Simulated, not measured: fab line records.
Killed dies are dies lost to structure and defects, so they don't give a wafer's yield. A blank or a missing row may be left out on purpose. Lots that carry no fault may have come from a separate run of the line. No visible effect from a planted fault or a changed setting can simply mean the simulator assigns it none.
fab line records | flow nand_harc | part 2 of 2: steps 24 to 32 of 32
[record] lots = 5 | wafers = 15 | last_day = 33
route steps=1302 shown P_M2@348 P_BONDPAD@351
lots with no fault: from the same line, run without faults
start_h: hours from the record's opening day to when the first of the lot's shown wafers began | wait_h: hours since the lot's step before | " identical to the entry in the row above | L1.1+2: a single row standing in for several wafers | - no value present, or no start provided | * or withheld: withheld | < > ~ a bound
route shown NAME@n: NAME is a module with steps in the file, n the number in the route of the first one | usual: mean and standard deviation over wafers with no fault | same: alike in all rows | chamber/n: place in a boat | sites: readings site by site | _std_site: standard deviation of those values | _edge_site: the outer-site mean with the inner-site mean subtracted | radius_mm: for every site, how far away it sits from the centre of the wafer | mask NAME#n: copy n | behind: the most recent tool/chamber to have shaped the wafer | hold: why the lot was held/for how many hours/how that ended | device: the transistor (n, p or np) that didn't switch | end of line: the route-end tests of the same wafers | a step given without rows: its recipe and nothing more | killed: dies that structure and defects cost at the first sort, which is not the same as the wafer's yield | map: the dies of a wafer, with x for killed, . for not killed, _ for no die there
set.NAME: the setting the step ran with; set.NAME@STEP: the setting that earlier step ran with | model.NAME: the simulator's own value behind a step, which no gauge read
a table for each step, a row for each wafer; lots at some steps of the route
services: the hour from which a tool's chamber was out of use, counted from the record's first day as start_h (under 0 if before that day), plus the number of hours and why
[[steps]]
[step NHARC_P_BONDPAD_STRIP_15]
[recipe] o2_flow_sccm = 500 | ar_flow_sccm = 0 | bias_w = 0 | chemistry = O2
[usual] drypump_motor_current_A = 5.71/0.26 | o2_flow_sccm = 500.0/1.4 | oes_product_au = 0.999/0.0095 | rf_vpp_V = 57.4/0.91 | showerhead_plenum_p_Torr = 3.43/0.13 | throttle_valve_pct = 17.036/0.0088
lot.wafer | tool        | chamber | start_h | wait_h | drypump_motor_current_A | o2_flow_sccm | oes_product_au | rf_hours_counter_h | rf_vpp_V | showerhead_plenum_p_Torr | throttle_valve_pct
L078.3    | rie_diel-06 | 3       | 167.05  | 0.1    | 5.47                    | 500.6        | 1.001          | 1.6                | 56.1     | 3.34                     | 17.041
L078.4    | "           | 1       | "       | "      | 5.72                    | 500.1        | 0.980          | 1.6                | 56.8     | 3.31                     | 17.035
L078.6    | "           | 3       | "       | "      | 5.46                    | 501.9        | 0.988          | -                  | 56.3     | 3.34                     | 17.029
L080.2    | rie_diel-04 | 2       | 193.73  | 0.1    | 5.19                    | 499.0        | 1.001          | 0.0                | 57.0     | 3.48                     | 17.035
L080.1    | "           | 3       | "       | "      | 6.03                    | 499.1        | 1.009          | 0.0                | 59.5     | 3.78                     | 17.025
L080.3    | "           | 0       | "       | "      | 5.73                    | 499.6        | 1.008          | 0.0                | 58.2     | 3.34                     | 17.037
L083.2    | rie_diel-04 | 2       | 225.74  | 0.1    | 5.22                    | 498.6        | 1.005          | 1.3                | 57.0     | 3.48                     | 17.038
L083.4    | "           | 3       | "       | "      | 6.04                    | 500.6        | 1.001          | 1.2                | 57.1     | 3.78                     | 17.046
L083.5    | "           | 1       | "       | "      | 5.51                    | 501.0        | 1.008          | -                  | 56.6     | 3.49                     | 17.025
L086.4    | rie_diel-06 | 1       | 252.78  | 0.1    | 5.73                    | 501.3        | 0.978          | 6.4                | 56.8     | 3.31                     | 17.043
L086.3    | "           | 2       | "       | "      | 5.84                    | 497.5        | 0.996          | 5.7                | 57.9     | 3.35                     | 17.022
L086.6    | "           | 1       | "       | "      | 5.72                    | 501.3        | 0.987          | -                  | 56.6     | 3.31                     | 17.026
L097.2    | rie_diel-06 | 3       | 366.68  | 0.1    | 5.46                    | 500.3        | 0.998          | 3.9                | 57.0     | 3.33                     | 17.052
L097.5    | "           | 1       | "       | "      | 5.73                    | 502.8        | 0.986          | -                  | 57.8     | 3.30                     | 17.040
L097.6    | "           | 2       | "       | "      | 5.82                    | 500.1        | 1.001          | -                  | 56.6     | 3.35                     | 17.042
[step NHARC_P_BONDPAD_ETCH_24]
[recipe] target_depth_a = 300 | over_etch_frac = 0.3 | time_s = 72.99 | ion_energy_ev = 150 | cf4_flow_sccm = 50 | n2_flow_sccm = 100 | ar_flow_sccm = 150 | rf_w = 300 | bias_w = 100 | chemistry = CF4/N2
[usual] drypump_motor_current_A = 5.71/0.26 | oes_product_au = 0.999/0.0086 | rf_vpp_V = 312.9/1.8 | showerhead_plenum_p_Torr = 2.55/0.097 | throttle_valve_pct = 19.795/0.0085
[same] time_s = 72.99
lot.wafer | tool        | chamber | start_h | wait_h | drypump_motor_current_A | oes_product_au | rf_hours_counter_h | rf_vpp_V | showerhead_plenum_p_Torr | throttle_valve_pct
L078.3    | rie_diel-06 | 1       | -       | -      | 5.74                    | 0.989          | 1.6                | 312.4    | 2.46                     | 19.779
L078.4    | "           | 2       | "       | "      | 5.82                    | 0.997          | 1.5                | 311.3    | 2.49                     | 19.803
L078.6    | "           | 0       | "       | "      | 5.88                    | 1.004          | -                  | 313.3    | 2.49                     | 19.786
L080.1    | rie_diel-04 | 0       | -       | -      | 5.70                    | 1.011          | 0.0                | 310.8    | 2.48                     | 19.785
L080.3    | "           | 1       | "       | "      | 5.54                    | 1.012          | 0.0                | 313.6    | 2.60                     | 19.813
L080.2    | "           | 2       | "       | "      | 5.18                    | 1.002          | 0.1                | 312.9    | 2.59                     | 19.793
L083.4    | rie_diel-04 | 2       | -       | -      | 5.20                    | 1.012          | 1.3                | 313.2    | 2.59                     | 19.799
L083.2    | "           | 3       | "       | "      | 6.02                    | 1.006          | 1.2                | 317.2    | 2.82                     | 19.793
L083.5    | "           | 2       | "       | "      | 5.22                    | 1.011          | -                  | 313.6    | 2.59                     | 19.795
L086.3    | rie_diel-06 | 2       | -       | -      | 5.81                    | 0.991          | 5.8                | 310.6    | 2.49                     | 19.802
L086.4    | "           | 1       | "       | "      | 5.76                    | 0.992          | 6.5                | 311.2    | 2.46                     | 19.801
L086.6    | "           | 3       | "       | "      | 5.47                    | 1.003          | -                  | 311.7    | 2.48                     | 19.796
L097.2    | rie_diel-06 | 1       | -       | -      | 5.71                    | 1.002          | 3.1                | 310.5    | 2.46                     | 19.805
L097.5    | "           | 3       | "       | "      | 5.45                    | 0.989          | -                  | 311.1    | 2.48                     | 19.799
L097.6    | "           | 0       | "       | "      | 5.89                    | 1.022          | -                  | 311.0    | 2.48                     | 19.798
[step NHARC_P_BONDPAD_STRIP_16]
[recipe] time_s = 600 | temp_c = 30 | chemistry = post_etch_residue_remover
[same] time_s = 600
lot.wafer  | tool         | chamber | start_h | wait_h
L078.3+4+6 | wet_bench-10 | 4,5,6   | 167.33  | -
L080.2+3+1 | wet_bench-10 | 3,6,0   | 194.01  | -
L083.5+2+4 | wet_bench-10 | 3,5,6   | 226.00  | -
L086.6+4+3 | wet_bench-08 | 3,5,6   | 253.07  | -
L097.2+6+5 | wet_bench-08 | 4,5,7   | 366.93  | -
[step NHARC_P_BONDPAD_DEGAS_25]
[recipe] temp_c = 300 | time_s = 60
[usual] heater_power_w = 478/38
[same] time_s = 60
lot.wafer | tool           | chamber | start_h | wait_h | heater_power_w
L078.3    | pvd_sputter-03 | -       | 167.59  | -      | 433
L078.4    | "              | -       | "       | "      | 492
L078.6    | "              | -       | "       | "      | 424
L080.2    | pvd_sputter-02 | -       | 194.28  | -      | 431
L080.1    | "              | -       | "       | "      | 511
L080.3    | "              | -       | "       | "      | 547
L083.4    | pvd_sputter-02 | -       | 226.26  | -      | 553
L083.2    | "              | -       | "       | "      | 505
L083.5    | "              | -       | "       | "      | 528
L086.3    | pvd_sputter-02 | -       | 253.33  | -      | 548
L086.4    | "              | -       | "       | "      | 506
L086.6    | "              | -       | "       | "      | 540
L097.2    | pvd_sputter-02 | -       | 367.21  | -      | 554
L097.5    | "              | -       | "       | "      | 431
L097.6    | "              | -       | "       | "      | 556
[step NHARC_P_BONDPAD_PRE_CLEAN_26]
[recipe] time_s = 30 | temp_c = 280 | gas = H2/He
[usual] heater_power_w = 421/34
[same] time_s = 30
lot.wafer | tool           | chamber | start_h | wait_h | heater_power_w
L078.3    | pvd_sputter-03 | -       | -       | -      | 376
L078.4    | "              | -       | "       | "      | 388
L078.6    | "              | -       | "       | "      | 377
L080.3    | pvd_sputter-02 | -       | -       | -      | 454
L080.1    | "              | -       | "       | "      | 469
L080.2    | "              | -       | "       | "      | 477
L083.2    | pvd_sputter-02 | -       | -       | -      | 468
L083.4    | "              | -       | "       | "      | 485
L083.5    | "              | -       | "       | "      | 443
L086.4    | pvd_sputter-02 | -       | -       | -      | 470
L086.3    | "              | -       | "       | "      | 445
L086.6    | "              | -       | "       | "      | 474
L097.2    | pvd_sputter-02 | -       | -       | -      | 372
L097.6    | "              | -       | "       | "      | 475
L097.5    | "              | -       | "       | "      | 495
[step NHARC_P_BONDPAD_PVD_17]
[recipe] target_thk_a = 50 | bias_v = 168.6 | power_w = 15000 | chamber_pressure_pa = 0.12 | time_s = 8.06 | substrate_temp_c = 50 | material = TaN
[usual] throttle_valve_pct = 29.9/1.5
[same] time_s = 8.06
lot.wafer | tool           | chamber | start_h | wait_h | throttle_valve_pct
L078.3    | pvd_sputter-03 | -       | -       | -      | 30.5
L078.4    | "              | -       | "       | "      | 29.1
L078.6    | "              | -       | "       | "      | 29.6
L080.2    | pvd_sputter-02 | -       | -       | -      | 31.0
L080.1    | "              | -       | "       | "      | 28.2
L080.3    | "              | -       | "       | "      | 28.7
L083.2    | pvd_sputter-02 | -       | -       | -      | 31.2
L083.4    | "              | -       | "       | "      | 29.9
L083.5    | "              | -       | "       | "      | 28.8
L086.3    | pvd_sputter-02 | -       | -       | -      | 28.7
L086.4    | "              | -       | "       | "      | 30.9
L086.6    | "              | -       | "       | "      | 28.9
L097.2    | pvd_sputter-02 | -       | -       | -      | 29.5
L097.6    | "              | -       | "       | "      | 29.2
L097.5    | "              | -       | "       | "      | 29.3
[step NHARC_P_BONDPAD_PVD_27]
[recipe] target_thk_a = 300 | chamber_pressure_pa = 5 | power_w = 5000 | substrate_temp_c = 30 | time_s = 20.49 | material = Cu
[usual] throttle_valve_pct = 29.8/1.4
[same] time_s = 20.49
lot.wafer | tool           | chamber | start_h | wait_h | throttle_valve_pct
L078.3    | pvd_sputter-03 | -       | -       | -      | 30.8
L078.4    | "              | -       | "       | "      | 29.6
L078.6    | "              | -       | "       | "      | 30.8
L080.2    | pvd_sputter-02 | -       | -       | -      | 28.3
L080.3    | "              | -       | "       | "      | 29.0
L080.1    | "              | -       | "       | "      | 31.2
L083.2    | pvd_sputter-02 | -       | -       | -      | 31.1
L083.4    | "              | -       | "       | "      | 30.0
L083.5    | "              | -       | "       | "      | 28.7
L086.4    | pvd_sputter-02 | -       | -       | -      | 31.0
L086.3    | "              | -       | "       | "      | 30.0
L086.6    | "              | -       | "       | "      | 31.1
L097.2    | pvd_sputter-02 | -       | -       | -      | 29.7
L097.6    | "              | -       | "       | "      | 30.8
L097.5    | "              | -       | "       | "      | 30.1
[step NHARC_P_BONDPAD_ECD_18]
[recipe] target_thk_a = 4000 | bath_temp_c = 25 | material = Cu
lot.wafer  | tool      | chamber | start_h | wait_h
L078.3+4+6 | ecd_cu-02 | 1,0,1   | 168.05  | -
L080.1+2+3 | ecd_cu-02 | 0,1,0   | 194.64  | -
L083.2+4+5 | ecd_cu-01 | 1       | 226.67  | -
L086.4+3+6 | ecd_cu-02 | 0,1,0   | 253.78  | -
L097.2+5+6 | ecd_cu-02 | 0,0,1   | 367.55  | -
[step NHARC_P_BONDPAD_ANNEAL_28]
[recipe] temp_c = 225 | time_s = 90
[usual] wafer_temp_C_max = 226.6/0.33
[same] time_s = 90
lot.wafer | tool          | chamber | start_h | wait_h | wafer_temp_C_max
L078.3    | rtp_anneal-02 | 0       | 168.43  | 0.3    | 227.3
L078.4    | "             | 0       | "       | "      | 226.7
L078.6    | "             | 0       | "       | "      | 226.9
L080.1    | rtp_anneal-01 | 0       | 195.02  | 0.3    | 226.1
L080.2    | "             | 0       | "       | "      | 225.9
L080.3    | "             | 0       | "       | "      | 226.6
L083.2    | rtp_anneal-02 | 0       | 227.04  | -      | 226.4
L083.4    | "             | 0       | "       | "      | 227.2
L083.5    | "             | 0       | "       | "      | 226.6
L086.3    | rtp_anneal-02 | 0       | 254.17  | 0.3    | 226.6
L086.4    | "             | 0       | "       | "      | 227.2
L086.6    | "             | 0       | "       | "      | 226.3
L097.2    | rtp_anneal-02 | 0       | 367.98  | 0.4    | 227.3
L097.5    | "             | 0       | "       | "      | 226.3
L097.6    | "             | 0       | "       | "      | 226.9
[[services]]
tool           | chamber | start_h | hours | kind
rie_diel-06    | 1       | 150.16  | 4.8   | repair
rie_diel-04    | -       | 157.68  | 0.2   | repair
pecvd-01       | 0       | 167.54  | 2.0   | repair
rie_diel-04    | 2       | 169.98  | 13.3  | repair
pvd_sputter-03 | -       | 170.08  | 10.0  | pm
rie_diel-04    | -       | 178.00  | 9.0   | pm
pecvd-03       | -       | 185.41  | 13.0  | pm
pecvd-01       | -       | 201.63  | 2.3   | repair
rie_diel-06    | 2       | 203.48  | 2.3   | repair
litho_track-02 | -       | 227.00  | 7.0   | pm
rie_diel-06    | 3       | 227.20  | 5.2   | repair
ecd_cu-02      | -       | 244.18  | 8.0   | pm
litho_track-07 | -       | 251.00  | 7.0   | pm
pecvd-01       | 1       | 261.67  | 7.2   | repair
rie_diel-04    | 0       | 269.87  | 13.5  | repair
litho_track-03 | -       | 275.00  | 7.0   | pm
pvd_sputter-02 | -       | 280.70  | 3.1   | repair
rie_diel-06    | -       | 307.20  | 9.0   | pm
wet_bench-10   | -       | 311.20  | 8.0   | pm
pecvd-03       | 1       | 311.20  | 48.7  | repair
pecvd-01       | -       | 312.39  | 13.0  | pm
pvd_sputter-02 | -       | 313.33  | 8.5   | repair
rie_diel-04    | -       | 355.00  | 9.0   | pm
pecvd-03       | -       | 366.41  | 13.0  | pm
